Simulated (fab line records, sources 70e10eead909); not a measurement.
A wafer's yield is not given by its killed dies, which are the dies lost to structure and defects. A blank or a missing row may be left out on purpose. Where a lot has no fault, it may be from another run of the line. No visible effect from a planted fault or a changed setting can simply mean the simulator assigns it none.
fab line records ; flow nand_harc
record: lots: 24; wafers: 72; last_day: 25
route steps=1159 shown A_CONTACT@963 A_M0@1005 A_BONDPAD@1060
lots with no fault: from the same line, run without faults
start_h: hours from the record's first day to the start of the lot's first wafer shown ; wait_h: how many hours have passed since the lot's step before this one ; " the same as in the row above ; L1.1+2: a single row standing in for several wafers ; - no value, or no start given ; * or withheld: withheld ; < > ~ a bound
route shown NAME@n: names a module that has steps shown in the file, with the first one's number in the route ; usual: average and standard deviation across the fault-free wafers ; same: alike in all rows ; chamber/n: place in a boat ; sites: per-site readings ; _std_site: the values' standard deviation ; _edge_site: inner sites' mean taken away from outer sites' mean ; radius_mm: how far each site lies from the wafer's centre ; mask NAME#n: copy n ; behind: the tool/chamber that last shaped the wafer ; hold: why the lot went on hold/how many hours it stayed there/how the hold came to an end ; device: the n, p or np transistor that did not switch ; end of line: tests of these same wafers at the route's end ; a step with no rows: only its recipe ; killed: dies lost to structure and defects at the first sort, not the wafer's yield ; map: the dies of a wafer, with x for killed, . for not killed, _ for no die there
set.NAME: the setting as run; set.NAME@STEP: as run at that earlier step ; model.NAME: the simulator's own value behind a step, which no gauge read
a sample of lots followed through the steps of the route, with each step as a table and each wafer as a row
services: a tool's chamber out of use, with start hour (start_h, from the record's first day; less than 0 if before it), hours out, and reason
== steps ==
step: NHARC_A_CONTACT_INSPECT_23
usual: raw_defect_count: 466/170
lot.wafer;tool;chamber;start_h;wait_h;raw_defect_count
L074.1;defect_inspect-01;-;397.40;0.1;281
L074.2;defect_inspect-01;-;397.40;0.1;362
L074.3;defect_inspect-01;-;397.40;0.1;389
L075.1;defect_inspect-01;-;397.56;0.1;582
L075.3;defect_inspect-01;-;397.56;0.1;504
L075.5;defect_inspect-01;-;397.56;0.1;457
L077.2;defect_inspect-02;-;406.46;0.1;489
L077.4;defect_inspect-02;-;406.46;0.1;288
L077.5;defect_inspect-02;-;406.46;0.1;383
L076.2;defect_inspect-01;-;406.89;0.1;396
L076.4;defect_inspect-01;-;406.89;0.1;424
L076.6;defect_inspect-01;-;406.89;0.1;656
L078.2;defect_inspect-01;-;417.51;0.1;365
L078.4;defect_inspect-01;-;417.51;0.1;274
L078.5;defect_inspect-01;-;417.51;0.1;396
L080.1;defect_inspect-01;-;432.57;0.1;565
L080.5;defect_inspect-01;-;432.57;0.1;345
L080.6;defect_inspect-01;-;432.57;0.1;373
L081.1;defect_inspect-01;-;437.08;0.1;354
L081.3;defect_inspect-01;-;437.08;0.1;323
L081.5;defect_inspect-01;-;437.08;0.1;515
L082.2;defect_inspect-01;-;443.43;0.1;578
L082.4;defect_inspect-01;-;443.43;0.1;408
L082.5;defect_inspect-01;-;443.43;0.1;594
L083.1;defect_inspect-01;-;444.18;0.1;763
L083.4;defect_inspect-01;-;444.18;0.1;1030
L083.6;defect_inspect-01;-;444.18;0.1;1091
L084.1;defect_inspect-01;-;449.74;0.1;376
L084.2;defect_inspect-01;-;449.74;0.1;565
L084.5;defect_inspect-01;-;449.74;0.1;399
L079.1;defect_inspect-02;-;450.49;0.1;418
L079.2;defect_inspect-02;-;450.49;0.1;709
L079.6;defect_inspect-02;-;450.49;0.1;351
L086.1;defect_inspect-01;-;455.46;0.1;388
L086.2;defect_inspect-01;-;455.46;0.1;495
L086.4;defect_inspect-01;-;455.46;0.1;620
L088.1;defect_inspect-02;-;456.20;0.1;407
L088.3;defect_inspect-02;-;456.20;0.1;362
L088.4;defect_inspect-02;-;456.20;0.1;404
L085.1;defect_inspect-02;-;460.65;0.1;389
L085.3;defect_inspect-02;-;460.65;0.1;579
L085.6;defect_inspect-02;-;460.65;0.1;442
L087.2;defect_inspect-01;-;461.93;0.1;300
L087.3;defect_inspect-01;-;461.93;0.1;340
L087.4;defect_inspect-01;-;461.93;0.1;274
L089.2;defect_inspect-01;-;476.52;0.1;399
L089.4;defect_inspect-01;-;476.52;0.1;490
L089.5;defect_inspect-01;-;476.52;0.1;435
L090.2;defect_inspect-01;-;482.74;0.1;345
L090.4;defect_inspect-01;-;482.74;0.1;354
L090.5;defect_inspect-01;-;482.74;0.1;410
L091.1;defect_inspect-02;-;494.46;0.1;527
L091.4;defect_inspect-02;-;494.46;0.1;374
L091.5;defect_inspect-02;-;494.46;0.1;366
L092.1;defect_inspect-02;-;494.97;0.1;649
L092.3;defect_inspect-02;-;494.97;0.1;648
L092.5;defect_inspect-02;-;494.97;0.1;557
L093.1;defect_inspect-02;-;496.63;0.1;452
L093.3;defect_inspect-02;-;496.63;0.1;464
L093.4;defect_inspect-02;-;496.63;0.1;323
L095.2;defect_inspect-01;-;499.31;0.1;404
L095.4;defect_inspect-01;-;499.31;0.1;431
L095.6;defect_inspect-01;-;499.31;0.1;403
L094.1;defect_inspect-02;-;499.73;0.1;619
L094.2;defect_inspect-02;-;499.73;0.1;401
L094.5;defect_inspect-02;-;499.73;0.1;553
L096.1;defect_inspect-01;-;516.23;0.1;328
L096.2;defect_inspect-01;-;516.23;0.1;459
L096.3;defect_inspect-01;-;516.23;0.1;359
L097.2;defect_inspect-01;-;548.29;0.1;362
L097.4;defect_inspect-01;-;548.29;0.1;296
L097.6;defect_inspect-01;-;548.29;0.1;311
step: NHARC_A_M0_OVL_MEAS_10
recipe: pitch_nm: 160
usual: overlay_x_nm: -0.1/0.91; overlay_y_nm: -0.1/0.75
lot.wafer;tool;chamber;start_h;wait_h;overlay_x_nm;overlay_y_nm
L074.1;overlay-01;-;407.09;-;-2.9;-0.2
L074.2;overlay-01;-;407.09;-;-2.3;-0.1
L074.3;overlay-01;-;407.09;-;-2.6;0.0
L075.1;overlay-01;-;407.74;-;1.2;-0.5
L075.3;overlay-01;-;407.74;-;1.6;-0.3
L075.5;overlay-01;-;407.74;-;0.6;-0.5
L077.2;overlay-01;-;417.04;-;-1.6;-0.1
L077.4;overlay-01;-;417.04;-;-1.8;0.3
L077.5;overlay-01;-;417.04;-;-1.5;-0.4
L076.2;overlay-02;-;417.19;-;0.7;-0.5
L076.4;overlay-02;-;417.19;-;0.6;-0.1
L076.6;overlay-02;-;417.19;-;0.6;-0.8
L078.2;overlay-01;-;422.99;-;0.4;-1.1
L078.4;overlay-01;-;422.99;-;-0.1;-1.0
L078.5;overlay-01;-;422.99;-;1.0;-1.0
L080.1;overlay-02;-;438.58;-;0.4;-0.2
L080.5;overlay-02;-;438.58;-;0.6;0.0
L080.6;overlay-02;-;438.58;-;1.0;-0.2
L081.1;overlay-02;-;442.01;-;0.3;-0.4
L081.3;overlay-02;-;442.01;-;-0.1;0.3
L081.5;overlay-02;-;442.01;-;0.5;0.2
L082.2;overlay-01;-;449.50;-;-0.3;-1.2
L082.4;overlay-01;-;449.50;-;-0.9;-1.6
L082.5;overlay-01;-;449.50;-;-0.2;-1.9
L083.1;overlay-02;-;449.94;-;-0.3;1.1
L083.4;overlay-02;-;449.94;-;-0.8;1.0
L083.6;overlay-02;-;449.94;-;-0.6;1.0
L084.1;overlay-01;-;457.60;-;0.2;0.1
L084.2;overlay-01;-;457.60;-;-0.5;-0.6
L084.5;overlay-01;-;457.60;-;0.7;0.0
L079.1;overlay-02;-;458.00;-;0.5;0.1
L079.2;overlay-02;-;458.00;-;0.8;0.1
L079.6;overlay-02;-;458.00;-;0.6;0.1
L086.1;overlay-01;-;460.18;-;0.2;1.3
L086.2;overlay-01;-;460.18;-;0.0;1.0
L086.4;overlay-01;-;460.18;-;0.5;1.0
L088.1;overlay-02;-;460.75;-;0.0;0.9
L088.3;overlay-02;-;460.75;-;0.4;0.9
L088.4;overlay-02;-;460.75;-;0.3;0.6
L085.1;overlay-02;-;466.54;-;0.0;-0.3
L085.3;overlay-02;-;466.54;-;0.2;0.4
L085.6;overlay-02;-;466.54;-;0.1;0.0
L087.2;overlay-01;-;472.34;-;-0.3;-0.6
L087.3;overlay-01;-;472.34;-;0.8;-1.0
L087.4;overlay-01;-;472.34;-;0.4;-1.3
L089.2;overlay-01;-;481.03;-;0.5;0.3
L089.4;overlay-01;-;481.03;-;0.3;0.0
L089.5;overlay-01;-;481.03;-;0.3;-0.4
L090.2;overlay-01;-;494.68;-;-0.3;0.7
L090.4;overlay-01;-;494.68;-;-0.6;0.9
L090.5;overlay-01;-;494.68;-;-0.5;0.4
L091.1;overlay-01;-;498.99;-;-0.1;-0.8
L091.4;overlay-01;-;498.99;-;0.3;-0.5
L091.5;overlay-01;-;498.99;-;0.5;-0.2
L092.1;overlay-01;-;500.77;-;-1.2;-0.1
L092.3;overlay-01;-;500.77;-;-0.9;-0.4
L092.5;overlay-01;-;500.77;-;-1.2;-0.1
L093.1;overlay-01;-;501.35;-;-0.1;-0.7
L093.3;overlay-01;-;501.35;-;0.1;-0.8
L093.4;overlay-01;-;501.35;-;0.4;-0.2
L095.2;overlay-01;-;506.46;-;-0.1;0.6
L095.4;overlay-01;-;506.46;-;-0.2;0.8
L095.6;overlay-01;-;506.46;-;-0.3;0.2
L094.1;overlay-02;-;506.89;-;-1.2;1.7
L094.2;overlay-02;-;506.89;-;-0.9;1.6
L094.5;overlay-02;-;506.89;-;-0.7;1.3
L096.1;overlay-02;-;522.25;-;-1.7;0.1
L096.2;overlay-02;-;522.25;-;-1.1;0.0
L096.3;overlay-02;-;522.25;-;-1.0;0.4
L097.2;overlay-01;-;553.32;-;1.2;-1.2
L097.4;overlay-01;-;553.32;-;1.3;-0.9
L097.6;overlay-01;-;553.32;-;0.8;-2.1
step: NHARC_A_M0_PRE_CLEAN_31
recipe: time_s: 12; temp_c: 370; rf_power_w: 300; gas: NH3
usual: heater_power_w: 643/100
lot.wafer;tool;chamber;start_h;wait_h;heater_power_w
L074.2;pecvd-01;2;409.74;0.1;742
L074.3;pecvd-01;0;409.74;0.1;599
L074.1;pecvd-01;1;409.74;0.1;762
L075.3;pecvd-02;1;410.40;0.1;638
L075.1;pecvd-02;2;410.40;0.1;543
L075.5;pecvd-02;2;410.40;0.1;543
L077.2;pecvd-04;0;419.68;0.1;543
L077.4;pecvd-04;1;419.68;0.1;632
L077.5;pecvd-04;2;419.68;0.1;683
L076.2;pecvd-02;1;420.02;0.1;714
L076.6;pecvd-02;0;420.02;0.1;714
L076.4;pecvd-02;1;420.02;0.1;708
L078.2;pecvd-02;0;426.73;1.1;693
L078.4;pecvd-02;1;426.73;1.1;663
L078.5;pecvd-02;2;426.73;1.1;444
L080.1;pecvd-04;0;441.30;0.1;547
L080.6;pecvd-04;2;441.30;0.1;724
L080.5;pecvd-04;1;441.30;0.1;577
L081.3;pecvd-04;1;444.70;0.1;714
L081.1;pecvd-04;2;444.70;0.1;693
L081.5;pecvd-04;0;444.70;0.1;536
L082.2;pecvd-01;2;452.18;0.1;760
L082.5;pecvd-01;1;452.18;0.1;823
L082.4;pecvd-01;0;452.18;0.1;623
L083.1;pecvd-02;1;452.63;0.1;723
L083.6;pecvd-02;0;452.63;0.1;679
L083.4;pecvd-02;1;452.63;0.1;716
L084.2;pecvd-04;0;460.26;0.1;483
L084.1;pecvd-04;1;460.26;0.1;619
L084.5;pecvd-04;2;460.26;0.1;647
L079.1;pecvd-02;1;460.72;0.1;677
L079.2;pecvd-02;0;460.72;0.1;729
L079.6;pecvd-02;2;460.72;0.1;452
L086.1;pecvd-02;2;462.89;0.1;467
L086.2;pecvd-02;1;462.89;0.1;773
L086.4;pecvd-02;2;462.89;0.1;457
L088.3;pecvd-01;1;463.42;0.1;719
L088.1;pecvd-01;2;463.42;0.1;761
L088.4;pecvd-01;2;463.42;0.1;786
L085.3;pecvd-04;0;469.17;0.1;495
L085.1;pecvd-04;2;469.17;0.1;731
L085.6;pecvd-04;0;469.17;0.1;496
L087.3;pecvd-02;0;474.98;0.1;673
L087.2;pecvd-02;1;474.98;0.1;775
L087.4;pecvd-02;2;474.98;0.1;507
L089.2;pecvd-04;1;483.67;0.1;608
L089.5;pecvd-04;0;483.67;0.1;459
L089.4;pecvd-04;1;483.67;0.1;613
L090.2;pecvd-04;1;497.33;0.1;631
L090.4;pecvd-04;1;497.33;0.1;607
L090.5;pecvd-04;2;497.33;0.1;702
L091.1;pecvd-04;1;501.86;0.1;652
L091.5;pecvd-04;1;501.86;0.1;650
L091.4;pecvd-04;0;501.86;0.1;504
L092.3;pecvd-01;2;503.42;0.1;669
L092.1;pecvd-01;0;503.42;0.1;532
L092.5;pecvd-01;2;503.42;0.1;686
L093.3;pecvd-01;1;503.99;0.1;815
L093.1;pecvd-01;2;503.99;0.1;787
L093.4;pecvd-01;2;503.99;0.1;787
L095.2;pecvd-01;2;509.16;0.1;799
L095.4;pecvd-01;0;509.16;0.1;512
L095.6;pecvd-01;2;509.16;0.1;809
L094.2;pecvd-01;1;509.59;0.1;795
L094.1;pecvd-01;2;509.59;0.1;764
L094.5;pecvd-01;1;509.59;0.1;794
L096.3;pecvd-04;0;524.98;0.1;504
L096.1;pecvd-04;1;524.98;0.1;649
L096.2;pecvd-04;2;524.98;0.1;724
L097.2;pecvd-04;1;556.81;0.8;680
L097.6;pecvd-04;0;556.81;0.8;533
L097.4;pecvd-04;2;556.81;0.8;764
step: NHARC_A_M0_DEP_32
recipe: target_thk_a: 300; temp_c: 370; target_thk_nm: 30; pressure_torr: 3; flow_sccm: 200; rf_w: 450; material: SiCN
usual: heater_power_w: 594/99
lot.wafer;tool;chamber;start_h;wait_h;heater_power_w
L074.2;pecvd-01;2;409.82;0.1;683
L074.3;pecvd-01;0;409.82;0.1;524
L074.1;pecvd-01;1;409.82;0.1;716
L075.3;pecvd-02;1;410.48;0.1;733
L075.1;pecvd-02;2;410.48;0.1;438
L075.5;pecvd-02;2;410.48;0.1;459
L077.2;pecvd-04;0;419.76;0.1;486
L077.4;pecvd-04;1;419.76;0.1;522
L077.5;pecvd-04;2;419.76;0.1;613
L076.2;pecvd-02;1;420.13;0.1;699
L076.6;pecvd-02;0;420.13;0.1;676
L076.4;pecvd-02;1;420.13;0.1;713
L078.2;pecvd-02;0;426.87;0.1;616
L078.4;pecvd-02;1;426.87;0.1;643
L078.5;pecvd-02;2;426.87;0.1;488
L080.1;pecvd-04;0;441.41;0.1;484
L080.6;pecvd-04;2;441.41;0.1;689
L080.5;pecvd-04;1;441.41;0.1;601
L081.3;pecvd-04;1;444.81;0.1;550
L081.1;pecvd-04;2;444.81;0.1;703
L081.5;pecvd-04;0;444.81;0.1;423
L082.2;pecvd-01;2;452.29;0.1;767
L082.5;pecvd-01;1;452.29;0.1;653
L082.4;pecvd-01;0;452.29;0.1;490
L083.1;pecvd-02;1;452.77;0.1;719
L083.6;pecvd-02;0;452.77;0.1;566
L083.4;pecvd-02;1;452.77;0.1;706
L084.2;pecvd-04;0;460.34;0.1;492
L084.1;pecvd-04;1;460.34;0.1;662
L084.5;pecvd-04;2;460.34;0.1;563
L079.1;pecvd-02;1;460.80;0.1;624
L079.2;pecvd-02;0;460.80;0.1;675
L079.6;pecvd-02;2;460.80;0.1;436
L086.1;pecvd-02;2;462.97;0.1;444
L086.2;pecvd-02;1;462.97;0.1;702
L086.4;pecvd-02;2;462.97;0.1;440
L088.3;pecvd-01;1;463.50;0.1;761
L088.1;pecvd-01;2;463.50;0.1;713
L088.4;pecvd-01;2;463.50;0.1;730
L085.3;pecvd-04;0;469.25;0.1;505
L085.1;pecvd-04;2;469.25;0.1;668
L085.6;pecvd-04;0;469.25;0.1;522
L087.3;pecvd-02;0;475.06;0.1;606
L087.2;pecvd-02;1;475.06;0.1;615
L087.4;pecvd-02;2;475.06;0.1;394
L089.2;pecvd-04;1;483.78;0.1;576
L089.5;pecvd-04;0;483.78;0.1;497
L089.4;pecvd-04;1;483.78;0.1;555
L090.2;pecvd-04;1;497.41;0.1;587
L090.4;pecvd-04;1;497.41;0.1;588
L090.5;pecvd-04;2;497.41;0.1;586
L091.1;pecvd-04;1;501.94;0.1;597
L091.5;pecvd-04;1;501.94;0.1;597
L091.4;pecvd-04;0;501.94;0.1;430
L092.3;pecvd-01;2;503.53;0.1;635
L092.1;pecvd-01;0;503.53;0.1;528
L092.5;pecvd-01;2;503.53;0.1;621
L093.3;pecvd-01;1;504.10;0.1;770
L093.1;pecvd-01;2;504.10;0.1;652
L093.4;pecvd-01;2;504.10;0.1;664
L095.2;pecvd-01;2;509.30;0.1;731
L095.4;pecvd-01;0;509.30;0.1;515
L095.6;pecvd-01;2;509.30;0.1;718
L094.2;pecvd-01;1;509.70;0.1;643
L094.1;pecvd-01;2;509.70;0.1;720
L094.5;pecvd-01;1;509.70;0.1;656
L096.3;pecvd-04;0;525.06;0.1;479
L096.1;pecvd-04;1;525.06;0.1;541
L096.2;pecvd-04;2;525.06;0.1;671
L097.2;pecvd-04;1;556.92;0.1;560
L097.6;pecvd-04;0;556.92;0.1;486
L097.4;pecvd-04;2;556.92;0.1;676
step: NHARC_A_BONDPAD_CMP_29
recipe: target_thk_nm: 200; material: SiCN
usual: motor_current_A: 12.3/0.97
lot.wafer;tool;chamber;start_h;wait_h;motor_current_A
L074.3;cmp-04;2;414.92;-;13.6
L074.2;cmp-04;0;414.92;-;11.1
L074.1;cmp-04;1;414.92;-;11.8
L075.3;cmp-03;0;415.88;-;12.8
L075.1;cmp-03;2;415.88;-;12.3
L075.5;cmp-03;3;415.88;-;14.4
L076.2;cmp-01;2;425.34;-;11.2
L076.4;cmp-01;1;425.34;-;11.4
L076.6;cmp-01;3;425.34;-;13.7
L077.4;cmp-04;1;425.68;-;11.7
L077.2;cmp-04;2;425.68;-;14.3
L077.5;cmp-04;2;425.68;-;13.4
L078.2;cmp-03;1;432.27;-;11.9
L078.4;cmp-03;2;432.27;-;12.1
L078.5;cmp-03;1;432.27;-;11.3
L080.1;cmp-04;0;446.89;-;11.0
L080.5;cmp-04;3;446.89;-;12.1
L080.6;cmp-04;0;446.89;-;10.5
L081.1;cmp-03;0;449.97;-;12.7
L081.3;cmp-03;3;449.97;-;13.5
L081.5;cmp-03;0;449.97;-;12.5
L082.2;cmp-04;0;457.42;-;10.7
L082.4;cmp-04;3;457.42;-;11.4
L082.5;cmp-04;0;457.42;-;11.3
L083.4;cmp-04;2;458.16;-;13.4
L083.1;cmp-04;0;458.16;-;10.9
L083.6;cmp-04;1;458.16;-;11.5
L084.1;cmp-03;0;465.89;-;12.7
L084.2;cmp-03;1;465.89;-;11.7
L084.5;cmp-03;3;465.89;-;14.3
L079.2;cmp-01;2;466.03;-;11.4
L079.1;cmp-01;0;466.03;-;11.6
L079.6;cmp-01;2;466.03;-;11.2
L086.1;cmp-01;3;468.21;-;13.8
L086.2;cmp-01;0;468.21;-;11.5
L086.4;cmp-01;1;468.21;-;11.6
L088.3;cmp-04;1;468.67;-;12.2
L088.1;cmp-04;2;468.67;-;13.5
L088.4;cmp-04;3;468.67;-;11.4
L085.3;cmp-04;3;474.47;-;12.3
L085.1;cmp-04;0;474.47;-;11.0
L085.6;cmp-04;1;474.47;-;12.3
L087.3;cmp-04;0;480.26;-;11.0
L087.4;cmp-04;1;480.26;-;12.2
L087.2;cmp-04;2;480.26;-;14.4
L089.4;cmp-03;3;488.91;-;13.4
L089.2;cmp-03;1;488.91;-;12.0
L089.5;cmp-03;3;488.91;-;12.9
L090.4;cmp-03;1;502.62;-;11.9
L090.2;cmp-03;3;502.62;-;13.7
L090.5;cmp-03;2;502.62;-;11.8
L091.4;cmp-01;3;507.10;-;13.5
L091.1;cmp-01;1;507.10;-;11.8
L091.5;cmp-01;2;507.10;-;11.4
L092.3;cmp-03;2;508.61;-;12.1
L092.1;cmp-03;3;508.61;-;13.7
L092.5;cmp-03;1;508.61;-;11.8
L093.4;cmp-04;2;509.17;-;13.8
L093.3;cmp-04;3;509.17;-;12.2
L093.1;cmp-04;0;509.17;-;11.4
L095.4;cmp-01;1;514.42;-;11.6
L095.2;cmp-01;2;514.42;-;11.0
L095.6;cmp-01;1;514.42;-;10.8
L094.1;cmp-03;3;514.81;-;13.7
L094.2;cmp-03;0;514.81;-;13.0
L094.5;cmp-03;2;514.81;-;12.1
L096.2;cmp-03;3;530.29;-;13.6
L096.3;cmp-03;0;530.29;-;12.9
L096.1;cmp-03;2;530.29;-;12.3
L097.2;cmp-03;3;562.02;-;13.8
L097.4;cmp-03;2;562.02;-;11.9
L097.6;cmp-03;3;562.02;-;14.6
step: NHARC_A_BONDPAD_OVL_MEAS_35
usual: overlay_x_nm: -1/7.1; overlay_y_nm: -2/5.6
lot.wafer;tool;chamber;start_h;wait_h;overlay_x_nm;overlay_y_nm
L074.1;overlay-02;-;415.83;-;2;1
L074.2;overlay-02;-;415.83;-;3;1
L074.3;overlay-02;-;415.83;-;2;1
L075.1;overlay-01;-;416.64;-;3;7
L075.3;overlay-01;-;416.64;-;2;7
L075.5;overlay-01;-;416.64;-;2;7
L076.2;overlay-01;-;426.25;-;9;-13
L076.4;overlay-01;-;426.25;-;9;-13
L076.6;overlay-01;-;426.25;-;9;-14
L077.2;overlay-02;-;426.62;-;-11;7
L077.4;overlay-02;-;426.62;-;-11;7
L077.5;overlay-02;-;426.62;-;-11;7
L078.2;overlay-01;-;433.05;-;0;3
L078.4;overlay-01;-;433.05;-;0;3
L078.5;overlay-01;-;433.05;-;0;3
L080.1;overlay-02;-;447.80;-;-7;-2
L080.5;overlay-02;-;447.80;-;-9;-3
L080.6;overlay-02;-;447.80;-;-8;-3
L081.1;overlay-02;-;450.75;-;-1;-8
L081.3;overlay-02;-;450.75;-;-1;-9
L081.5;overlay-02;-;450.75;-;-1;-9
L082.2;overlay-02;-;458.21;-;4;-1
L082.4;overlay-02;-;458.21;-;4;0
L082.5;overlay-02;-;458.21;-;4;-1
L083.1;overlay-02;-;458.91;-;3;-7
L083.4;overlay-02;-;458.91;-;3;-7
L083.6;overlay-02;-;458.91;-;3;-7
L084.1;overlay-01;-;466.77;-;3;-9
L084.2;overlay-01;-;466.77;-;2;-9
L084.5;overlay-01;-;466.77;-;2;-8
L079.1;overlay-02;-;466.93;-;10;8
L079.2;overlay-02;-;466.93;-;11;8
L079.6;overlay-02;-;466.93;-;11;8
L086.1;overlay-02;-;469.10;-;12;-4
L086.2;overlay-02;-;469.10;-;12;-4
L086.4;overlay-02;-;469.10;-;12;-4
L088.1;overlay-01;-;469.46;-;-18;3
L088.3;overlay-01;-;469.46;-;-18;4
L088.4;overlay-01;-;469.46;-;-17;4
L085.1;overlay-02;-;475.35;-;-10;2
L085.3;overlay-02;-;475.35;-;-10;2
L085.6;overlay-02;-;475.35;-;-10;2
L087.2;overlay-02;-;481.13;-;3;-7
L087.3;overlay-02;-;481.13;-;4;-6
L087.4;overlay-02;-;481.13;-;4;-6
L089.2;overlay-02;-;489.66;-;3;2
L089.4;overlay-02;-;489.66;-;3;3
L089.5;overlay-02;-;489.66;-;3;2
L090.2;overlay-01;-;503.52;-;-4;2
L090.4;overlay-01;-;503.52;-;-4;2
L090.5;overlay-01;-;503.52;-;-4;2
L091.1;overlay-02;-;507.98;-;0;1
L091.4;overlay-02;-;507.98;-;-1;1
L091.5;overlay-02;-;507.98;-;0;0
L092.1;overlay-01;-;509.37;-;3;-5
L092.3;overlay-01;-;509.37;-;3;-5
L092.5;overlay-01;-;509.37;-;3;-4
L093.1;overlay-02;-;510.08;-;-7;-2
L093.3;overlay-02;-;510.08;-;-6;-3
L093.4;overlay-02;-;510.08;-;-7;-3
L095.2;overlay-01;-;515.17;-;1;4
L095.4;overlay-01;-;515.17;-;1;3
L095.6;overlay-01;-;515.17;-;1;3
L094.1;overlay-01;-;515.66;-;2;-8
L094.2;overlay-01;-;515.66;-;2;-7
L094.5;overlay-01;-;515.66;-;3;-8
L096.1;overlay-01;-;531.10;-;-11;-9
L096.2;overlay-01;-;531.10;-;-11;-9
L096.3;overlay-01;-;531.10;-;-11;-9
L097.2;overlay-02;-;562.79;-;-3;-1
L097.4;overlay-02;-;562.79;-;-4;-1
L097.6;overlay-02;-;562.79;-;-3;-1
== services ==
tool;chamber;start_h;hours;kind
pecvd-04;0;389.12;-;clean
pecvd-04;1;389.12;-;clean
pecvd-04;2;389.12;-;clean
cmp-03;-;398.86;11.7;repair
cmp-04;-;399.17;4.0;pm
pecvd-01;-;418.88;13.0;pm
pecvd-01;0;418.88;13.0;vent_cycle
pecvd-01;1;418.88;13.0;vent_cycle
pecvd-01;2;418.88;13.0;vent_cycle
cmp-04;-;431.47;1.5;repair
cmp-03;-;450.18;4.0;pm
cmp-01;-;473.74;4.0;pm
cmp-03;-;476.97;2.1;repair
cmp-04;-;497.17;4.0;pm
pecvd-02;-;515.24;13.0;pm
cmp-03;-;517.21;2.7;repair
pecvd-04;2;539.23;5.6;repair
cmp-03;-;542.60;1.1;repair
cmp-03;-;544.50;1.5;repair
cmp-03;-;548.18;4.0;pm
pecvd-04;-;557.13;13.0;pm
pecvd-04;0;557.13;13.0;vent_cycle
pecvd-04;1;557.13;13.0;vent_cycle
pecvd-04;2;557.13;13.0;vent_cycle
== key ==
fault none
